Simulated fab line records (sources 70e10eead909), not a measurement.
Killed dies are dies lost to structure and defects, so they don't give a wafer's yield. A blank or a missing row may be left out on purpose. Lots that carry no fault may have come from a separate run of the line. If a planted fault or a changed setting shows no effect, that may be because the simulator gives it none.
A lot that was struck, set against a sound lot ; flow nand_harc ; 15 steps out of a route of 1302
Sound: the wafers L188.1, L188.4, L188.5. The struck wafers were L200.2, L200.4, L200.5. Last of all comes the cause.
At each step with rows: each side's tool, then ch and its chambers, then its first start. Under that, the readings that differ: sound wafers ; struck wafers ; difference of the means ; sigmas: that difference in standard deviations of wafers without a fault.
alike: words and numbers the same on both sides, and readings whose means are apart by under 2 such deviations; not compared: readings that were withheld, readings missing a value for some wafer, numbers with overlapping values and no deviation given by the record, and bounds like >300 which may hide the same value.
Wherever a step has rows on one side only, a row that says differs or no value, or a row with sigmas, the two part there. Non-overlapping numbers with no deviation appear without sigmas and do not part them. A reading missing from all wafers of one side parts the sides only when that side holds two or more wafers.

NHARC_A_ONON_D2_THK_MEAS_05: measures by ellipsometry.
  sound: film_metro-02 at day 13 10:51; struck: film_metro-02 at day 18 21:28
  alike: thk_nm
next comes 1 step that has no rows for these wafers: NHARC_A_ONON_D2_DEP_06 (target thickness 1000 nm).
NHARC_A_ONON_D2_THK_MEAS_08: measures by ellipsometry.
  sound: film_metro-01 at day 13 11:25; struck: film_metro-01 at day 18 22:02
  alike: thk_nm
next comes 1 step that has no rows for these wafers: NHARC_A_ONON_D2_DEP_09 (target thickness 1000 nm).
NHARC_A_ONON_D2_THK_MEAS_11: measures by ellipsometry.
  sound: film_metro-01 at day 13 11:59; struck: film_metro-02 at day 18 22:35
  alike: thk_nm
next comes 1 step that has no rows for these wafers: NHARC_A_ONON_D2_DEP_12 (target thickness 1000 nm).
NHARC_A_ONON_D2_THK_MEAS_14: measures by ellipsometry.
  sound: film_metro-02 at day 13 12:33; struck: film_metro-01 at day 18 23:09
  alike: thk_nm
then, 2 steps without rows for these wafers: NHARC_A_ONON_D2_ANNEAL_15 (time 3600 s); NHARC_A_ONON_D2_DEP_16 (target thk 1000 nm).
NHARC_A_ONON_D2_THK_MEAS_18: measures by ellipsometry.
  sound: film_metro-01 at day 13 20:58; struck: film_metro-02 at day 19 06:46
  alike: thk_nm
next comes 1 step that has no rows for these wafers: NHARC_A_ONON_D2_DEP_19 (target thickness 1000 nm).
NHARC_A_ONON_D2_THK_MEAS_21: measures by ellipsometry.
  sound: film_metro-02 at day 13 21:32; struck: film_metro-02 at day 19 07:20
  alike: thk_nm
NHARC_A_ONON_D2_DEP_22: target thk 1000 nm.
  sound on pecvd_onon-04 ch 0, day 13 21:35; struck on pecvd_onon-01 ch 0, day 19 07:27
  alike: sih4_flow_sccm
NHARC_A_ONON_D2_THK_MEAS_24: measures by ellipsometry.
  sound: film_metro-02 at day 13 22:06; struck: film_metro-01 at day 19 07:54
reading;sound;struck;difference;sigmas
thk_nm (nm);1005 1004 1004;938 940 938;-66;-7
next comes 1 step that has no rows for these wafers: NHARC_A_ONON_D2_DEP_25 (target thickness 1000 nm).

== WHERE THEY PART ==
Within this record, at NHARC_A_ONON_D2_THK_MEAS_24 only.

WHY: what had been put in by the simulator
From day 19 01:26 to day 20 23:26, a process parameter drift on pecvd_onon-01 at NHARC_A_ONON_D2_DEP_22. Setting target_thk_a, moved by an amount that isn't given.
